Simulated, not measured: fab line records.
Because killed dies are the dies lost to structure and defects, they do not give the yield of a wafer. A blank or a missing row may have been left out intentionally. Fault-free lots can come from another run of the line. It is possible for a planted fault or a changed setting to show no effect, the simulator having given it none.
The tool behind it: which one?	flow n5Finfet	Sampling: 24 lots, 72 wafers, 6 of 1938 route steps

== WHAT EACH GAUGE READ, for each wafer ==
N5_GATE_CUT_INSPECT_15: inspects for defects (brightfield). Usual: rawDefectCount at 135, with a standard deviation of 41.
lot	measured	on	rawDefectCount	flag
L074	day 4 13:57	defectInspect-01	119 115 117	
L076	day 4 22:02	defectInspect-01	71 86 92	
L075	day 5 01:10	defectInspect-01	112 171 201	
L077	day 5 06:50	defectInspect-01	130 106 83	
L078	day 6 02:32	defectInspect-02	162 236 108	
L079	day 6 03:31	defectInspect-01	144 96 138	
L080	day 6 06:06	defectInspect-01	217 166 116	
L081	day 6 09:02	defectInspect-01	96 90 161	
L082	day 6 09:52	defectInspect-02	86 80 75	
L083	day 6 17:23	defectInspect-02	132 156 186	
L084	day 7 01:12	defectInspect-01	124 185 214	
L085	day 7 03:39	defectInspect-02	83 76 138	
L086	day 7 19:55	defectInspect-01	169 152 213	
L087	day 7 22:31	defectInspect-01	132 92 131	
L088	day 8 02:05	defectInspect-01	177 106 116	
L089	day 8 06:03	defectInspect-01	177 134 158	
L090	day 8 13:38	defectInspect-01	135 113 109	
L091	day 8 17:22	defectInspect-02	77 118 111	
L092	day 8 23:01	defectInspect-02	157 123 113	
L093	day 9 06:49	defectInspect-02	212 172 148	
L094	day 9 13:20	defectInspect-02	114 132 205	
L095	day 9 18:04	defectInspect-01	179 137 134	
L096	day 10 05:56	defectInspect-01	97 170 191	
L097	day 10 08:57	defectInspect-01	118 209 180	

== EACH LOT AND THE TOOL THAT RAN IT (in order: tool; ch and the chambers of the sampled wafers; start) ==
lot	N5_HKMG_FIN_PWFM_ALD_03	N5_HKMG_FIN_ETCH_35	N5_HKMG_FIN_NWFM_ALD_20	N5_GATE_CUT_SAC_CAP_01	N5_GATE_CUT_HM_DEP_46
L074	aldMetal-01 ch 0,1,3, day 4 04:41	rieDiel-01 ch 1,2,3, day 4 05:55	aldMetal-01 ch 0,1,3, day 4 07:45	aldSin-04 ch 0,2, day 4 10:55	pecvd-01 ch 1,2, day 4 13:31
L076	aldMetal-01 ch 1,2,3, day 4 12:52	rieDiel-04 ch 0,1,2, day 4 13:58	aldMetal-03 ch 0,1,2, day 4 15:38	aldSin-04 ch 1,2,3, day 4 18:50	pecvd-03 ch 0,1,2, day 4 21:29
L075	aldMetal-01 ch 1,2,3, day 4 15:52	rieDiel-02 ch 0,1,2, day 4 17:07	aldMetal-02 ch 1,2, day 4 18:46	aldSin-04 ch 0,2,3, day 4 22:08	pecvd-03 ch 0,1,2, day 5 00:45
L077	aldMetal-01 ch 1,2,3, day 4 21:35	rieDiel-02 ch 1,2,3, day 4 22:49	aldMetal-03 ch 0,1, day 5 00:29	aldSin-04 ch 0,3, day 5 03:38	pecvd-03 ch 0,1,2, day 5 06:26
L078	aldMetal-03 ch 0,1,2, day 5 17:19	rieDiel-02 ch 1,2,3, day 5 18:33	aldMetal-03 ch 0,1,3, day 5 20:19	aldSin-04 ch 1,2,3, day 5 23:23	pecvd-02 ch 0,1, day 6 01:59
L079	aldMetal-01 ch 2,3, day 5 18:14	rieDiel-02 ch 2,3, day 5 19:28	aldMetal-02 ch 0,3, day 5 21:08	aldSin-03 ch 1,2, day 6 00:29	pecvd-03 ch 0,2, day 6 03:05
L080	aldMetal-01 ch 2,3, day 5 20:22	rieDiel-02 ch 1,3, day 5 21:47	aldMetal-03 ch 0,1,2, day 5 23:34	aldSin-01 ch 0,1, day 6 02:58	pecvd-02 ch 0,1,2, day 6 05:40
L081	aldMetal-01 ch 1,2,3, day 5 23:28	rieDiel-04 ch 1,2,3, day 6 00:41	aldMetal-02 ch 1,2, day 6 02:33	aldSin-04 ch 0,3, day 6 05:53	pecvd-01 ch 0,1,2, day 6 08:29
L082	aldMetal-01 ch 0,1,3, day 6 00:41	rieDiel-02 ch 2,3, day 6 01:54	aldMetal-03 ch 0,1,3, day 6 03:46	aldSin-03 ch 0,1,3, day 6 06:50	pecvd-01 ch 0,1,2, day 6 09:26
L083	aldMetal-03 ch 1,3, day 6 08:23	rieDiel-01 ch 0,1, day 6 09:29	aldMetal-02 ch 0,1,3, day 6 11:08	aldSin-03 ch 0,3, day 6 14:14	pecvd-02 ch 0,2, day 6 16:50
L084	aldMetal-03 ch 0,2,3, day 6 15:46	rieDiel-02 ch 0,1,2, day 6 16:52	aldMetal-03 ch 0,2,3, day 6 18:32	aldSin-04 ch 0,1,3, day 6 22:11	pecvd-03 ch 0,1,2, day 7 00:46
L085	aldMetal-01 ch 0,1,2, day 6 17:21	rieDiel-04 ch 0,1,3, day 6 18:29	aldMetal-02 ch 0,1,3, day 6 20:17	aldSin-03 ch 0,1,3, day 7 00:37	pecvd-03 ch 0,1,2, day 7 03:13
L086	aldMetal-03 ch 0,2,3, day 7 09:31	rieDiel-01 ch 2,3, day 7 10:37	aldMetal-03 ch 0,2,3, day 7 12:16	aldSin-03 ch 0,1,3, day 7 16:46	pecvd-02 ch 0,1,2, day 7 19:23
L087	aldMetal-02 ch 0,1,2, day 7 11:47	rieDiel-01 ch 0,1,2, day 7 12:54	aldMetal-02 ch 1,3, day 7 14:38	aldSin-01 ch 2,3, day 7 18:34	pecvd-03 ch 1,2, day 7 21:46
L088	aldMetal-02 ch 0,1, day 7 15:28	rieDiel-04 ch 1,2,3, day 7 16:58	aldMetal-03 ch 0,1, day 7 18:50	aldSin-03 ch 2,3, day 7 22:56	pecvd-02 ch 0,1, day 8 01:32
L089	aldMetal-03 ch 0,1,2, day 7 20:47	rieDiel-02 ch 0,3, day 7 22:01	aldMetal-03 ch 1,2,3, day 7 23:40	aldSin-04 ch 0,1, day 8 02:52	pecvd-01 ch 0,1,2, day 8 05:28
L090	aldMetal-03 ch 0,1,2, day 8 03:57	rieDiel-04 ch 1,2,3, day 8 05:11	aldMetal-02 ch 0,2,3, day 8 06:50	aldSin-03 ch 1,2,3, day 8 10:33	pecvd-03 ch 1,2, day 8 13:13
L091	aldMetal-01 ch 0,1, day 8 08:20	rieDiel-01 ch 0,3, day 8 09:26	aldMetal-02 ch 0,1,2, day 8 11:10	aldSin-03 ch 1,2, day 8 14:16	pecvd-02 ch 0,1, day 8 16:57
L092	aldMetal-01 ch 1,2,3, day 8 12:58	rieDiel-04 ch 0,2,3, day 8 14:37	aldMetal-01 ch 1,2,3, day 8 16:16	aldSin-03 ch 2,3, day 8 19:59	pecvd-03 ch 0,1,2, day 8 22:35
L093	aldMetal-02 ch 0,1, day 8 21:43	rieDiel-02 ch 2,3, day 8 22:57	aldMetal-01 ch 0,1, day 9 00:36	aldSin-01 ch 0,2,3, day 9 03:41	pecvd-03 ch 0,2, day 9 06:16
L094	aldMetal-01 ch 1,2,3, day 9 04:15	rieDiel-02 ch 0,1,2, day 9 05:21	aldMetal-02 ch 0,2,3, day 9 07:01	aldSin-03 ch 0,2,3, day 9 10:10	pecvd-03 ch 0,2, day 9 12:46
L095	aldMetal-02 ch 0,2,3, day 9 08:41	rieDiel-01 ch 0,2,3, day 9 09:55	aldMetal-02 ch 0,1,3, day 9 11:34	aldSin-03 ch 0,2, day 9 14:53	pecvd-01 ch 0,1, day 9 17:31
L096	aldMetal-01 ch 0,3, day 9 20:49	rieDiel-04 ch 0,2,3, day 9 22:08	aldMetal-03 ch 1,2, day 9 23:43	aldSin-04 ch 0,1, day 10 02:47	pecvd-01 ch 0,1,2, day 10 05:25
L097	aldMetal-03 ch 0,1,3, day 10 00:04	rieDiel-04 ch 0,2, day 10 01:10	aldMetal-01 ch 0,2, day 10 02:49	aldSin-01 ch 0,1, day 10 05:53	pecvd-02 ch 1, day 10 08:30
- N5_HKMG_FIN_PWFM_ALD_03: deposits TiN, target thk 2 nm, pulse time 1 s, purge time 3 s.
- N5_HKMG_FIN_ETCH_35: etches SOC in N2/H2, target depth 215.8 nm, time 243.4 s.
- N5_HKMG_FIN_NWFM_ALD_20: deposits TiAlC, target thk 2 nm, pulse time 3 s, purge time 2 s.
- N5_GATE_CUT_SAC_CAP_01: material SiNx, target thk 24 nm, pulse time 1 s, ald cycles 480.
- N5_GATE_CUT_HM_DEP_46: deposits SiO2 from TEOS/O2, target thk 130 nm, time 26.6 s.

== WHAT THE TOOLS THEMSELVES READ (means of the sampled wafers that have a number; where no wafer has one, the mark that the record gives instead) ==
N5_HKMG_FIN_PWFM_ALD_03. Usual: chamberPressureTorr 3.000 Torr, standard deviation 0.0062; heaterPowerW 925 W, standard deviation 99; precursorPulseHeightRel 0.998, standard deviation 0.023.
lot	tool	chamberPressureTorr (Torr)	heaterPowerW (W)	precursorPulseHeightRel	flag
L074	aldMetal-01	3.001	940	0.995	
L076	aldMetal-01	2.995	904	0.994	
L075	aldMetal-01	2.998	907	1.005	
L077	aldMetal-01	2.996	907	1.001	
L078	aldMetal-03	3.002	966	1.003	
L079	aldMetal-01	2.999	806	1.016	
L080	aldMetal-01	3.004	804	0.983	
L081	aldMetal-01	2.994	925	1.014	
L082	aldMetal-01	3.004	931	0.996	
L083	aldMetal-03	2.997	1005	0.992	
L084	aldMetal-03	2.995	969	0.993	
L085	aldMetal-01	3.003	962	0.997	
L086	aldMetal-03	3.005	971	1.008	
L087	aldMetal-02	3.006	852	0.971	
L088	aldMetal-02	3.000	818	1.007	
L089	aldMetal-03	3.006	984	0.988	
L090	aldMetal-03	3.002	965	0.998	
L091	aldMetal-01	2.996	1054	1.030	
L092	aldMetal-01	2.996	905	0.992	
L093	aldMetal-02	3.002	825	1.008	
L094	aldMetal-01	3.003	911	0.996	
L095	aldMetal-02	2.998	905	1.007	
L096	aldMetal-01	3.002	877	0.998	
L097	aldMetal-03	3.003	1007	0.998	

N5_HKMG_FIN_ETCH_35. Usual: drypumpMotorCurrentA 5.4 A, standard deviation 0.37; oesProductAu 0.81 a.u., standard deviation 0.083; rfVppV 142.0 V, standard deviation 0.94; showerheadPlenumPTorr 2.58 Torr, standard deviation 0.064; throttleValvePct 17.82 %, standard deviation 0.2.
lot	tool	drypumpMotorCurrentA (A)	oesProductAu (a.u.)	rfVppV (V)	showerheadPlenumPTorr (Torr)	throttleValvePct (%)	flag
L074	rieDiel-01	5.9	0.89	142.1	2.61	17.66	
L076	rieDiel-04	5.5	0.88	140.9	2.54	17.81	
L075	rieDiel-02	5.3	0.77	142.5	2.59	17.99	
L077	rieDiel-02	5.1	0.79	141.9	2.59	17.79	
L078	rieDiel-02	5.1	0.78	141.7	2.58	17.80	
L079	rieDiel-02	5.4	0.75	142.7	2.57	17.70	
L080	rieDiel-02	4.8	0.81	142.2	2.60	17.91	
L081	rieDiel-04	5.5	0.91	141.8	2.56	17.80	
L082	rieDiel-02	5.4	0.74	142.2	2.57	17.71	
L083	rieDiel-01	5.4	0.83	141.7	2.67	17.69	
L084	rieDiel-02	5.3	0.76	141.7	2.58	18.01	
L085	rieDiel-04	5.6	0.84	142.3	2.53	17.81	
L086	rieDiel-01	5.9	0.90	143.2	2.62	17.55	
L087	rieDiel-01	5.7	0.82	143.1	2.67	17.70	
L088	rieDiel-04	5.5	0.88	141.4	2.55	17.82	
L089	rieDiel-02	5.3	0.73	142.6	2.64	17.95	
L090	rieDiel-04	5.5	0.88	141.8	2.55	17.81	
L091	rieDiel-01	5.6	0.88	142.7	2.55	17.62	
L092	rieDiel-04	5.6	0.80	142.6	2.56	17.86	
L093	rieDiel-02	5.2	0.73	141.6	2.60	17.76	
L094	rieDiel-02	5.3	0.75	142.2	2.57	18.04	
L095	rieDiel-01	5.7	0.86	142.4	2.61	17.61	
L096	rieDiel-04	5.6	0.79	141.4	2.55	17.86	
L097	rieDiel-04	5.7	0.75	142.1	2.53	17.91	

N5_HKMG_FIN_NWFM_ALD_20. Usual: chamberPressureTorr 3.000 Torr, standard deviation 0.0067; heaterPowerW 523 W, standard deviation 43; precursorPulseHeightRel 1.002, standard deviation 0.018.
lot	tool	chamberPressureTorr (Torr)	heaterPowerW (W)	precursorPulseHeightRel	flag
L074	aldMetal-01	2.996	513	1.012	
L076	aldMetal-03	3.001	552	1.014	
L075	aldMetal-02	3.010	476	1.000	
L077	aldMetal-03	3.008	564	0.993	
L078	aldMetal-03	3.004	557	0.995	
L079	aldMetal-02	3.009	519	1.002	
L080	aldMetal-03	3.000	541	1.008	
L081	aldMetal-02	3.000	490	0.991	
L082	aldMetal-03	3.003	554	0.980	
L083	aldMetal-02	2.996	492	1.006	
L084	aldMetal-03	3.001	548	1.013	
L085	aldMetal-02	3.002	491	0.995	
L086	aldMetal-03	2.999	545	1.010	
L087	aldMetal-02	2.999	493	0.989	
L088	aldMetal-03	2.999	559	0.996	
L089	aldMetal-03	3.000	546	1.013	
L090	aldMetal-02	2.995	506	0.990	
L091	aldMetal-02	2.997	477	1.005	
L092	aldMetal-01	3.004	514	1.003	
L093	aldMetal-01	3.001	575	0.998	
L094	aldMetal-02	2.997	505	1.017	
L095	aldMetal-02	2.994	500	0.996	
L096	aldMetal-03	2.996	532	0.993	
L097	aldMetal-01	2.999	509	1.010	

N5_GATE_CUT_SAC_CAP_01. Usual: chamberPressureTorr 2.000 Torr, standard deviation 0.0045; heaterPowerW 865 W, standard deviation 64; precursorPulseHeightRel 0.999, standard deviation 0.019.
lot	tool	chamberPressureTorr (Torr)	heaterPowerW (W)	precursorPulseHeightRel	flag
L074	aldSin-04	1.997	933	0.996	
L076	aldSin-04	2.005	913	1.000	
L075	aldSin-04	2.004	897	0.989	
L077	aldSin-04	2.001	862	1.015	
L078	aldSin-04	1.998	932	1.010	
L079	aldSin-03	2.004	848	0.994	
L080	aldSin-01	1.998	924	1.007	
L081	aldSin-04	2.004	856	0.998	
L082	aldSin-03	1.998	810	0.984	
L083	aldSin-03	1.995	780	1.014	
L084	aldSin-04	2.000	878	1.005	
L085	aldSin-03	2.005	775	0.999	
L086	aldSin-03	2.004	793	0.986	
L087	aldSin-01	2.006	905	0.999	
L088	aldSin-03	2.000	824	1.000	
L089	aldSin-04	2.001	897	0.993	
L090	aldSin-03	1.999	838	0.987	
L091	aldSin-03	2.005	837	0.991	
L092	aldSin-03	1.995	860	0.996	
L093	aldSin-01	1.999	939	1.004	
L094	aldSin-03	2.002	823	1.011	
L095	aldSin-03	2.001	846	1.007	
L096	aldSin-04	2.004	877	0.988	
L097	aldSin-01	2.000	921	0.986	

N5_GATE_CUT_HM_DEP_46. Usual: chamberPressureTorr 6.500 Torr, standard deviation 0.014; heaterPowerW 524 W, standard deviation 120; showerheadPlenumPTorr 8.332 Torr, standard deviation 0.027; throttleValvePct 18.9 %, standard deviation 1.
lot	tool	chamberPressureTorr (Torr)	heaterPowerW (W)	showerheadPlenumPTorr (Torr)	throttleValvePct (%)	flag
L074	pecvd-01	6.512	442	8.347	18.7	
L076	pecvd-03	6.507	607	8.334	19.3	
L075	pecvd-03	6.488	553	8.329	19.3	
L077	pecvd-03	6.496	621	8.346	19.3	
L078	pecvd-02	6.499	456	8.347	18.4	
L079	pecvd-03	6.509	586	8.336	19.9	
L080	pecvd-02	6.485	468	8.322	18.5	
L081	pecvd-01	6.500	424	8.326	18.4	
L082	pecvd-01	6.514	449	8.332	18.4	
L083	pecvd-02	6.503	462	8.326	18.1	
L084	pecvd-03	6.496	528	8.349	19.4	
L085	pecvd-03	6.522	588	8.342	19.3	
L086	pecvd-02	6.503	449	8.313	18.7	
L087	pecvd-03	6.490	665	8.351	18.6	
L088	pecvd-02	6.516	509	8.342	19.0	
L089	pecvd-01	6.500	454	8.331	18.5	
L090	pecvd-03	6.500	666	8.355	19.0	
L091	pecvd-02	6.516	517	8.352	18.6	
L092	pecvd-03	6.504	588	8.332	19.4	
L093	pecvd-03	6.519	649	8.331	19.0	
L094	pecvd-03	6.483	588	8.318	19.8	
L095	pecvd-01	6.511	477	8.348	18.7	
L096	pecvd-01	6.505	464	8.327	18.4	
L097	pecvd-02	6.495	503	8.318	19.5	

== THE ANSWER, worked out from the rows above alone ==
Rule: a lot is off if the mean of its wafers that have a number lies more than 3 standard deviations from the usual mean. A lot without any number at a reading at which 4 lots or more have one is off too. The other lots that the step has rows for count as sound. First the gauges in route order, then the tools' own readings, where a lot's mean is used as printed above. At the first step where some lot is off, the reading lying furthest off is the one used; lots without a number count as furthest.
Nothing can be told from this: no lot is off at any reading shown.

== WHAT THE SIMULATOR HAD INSERTED ==
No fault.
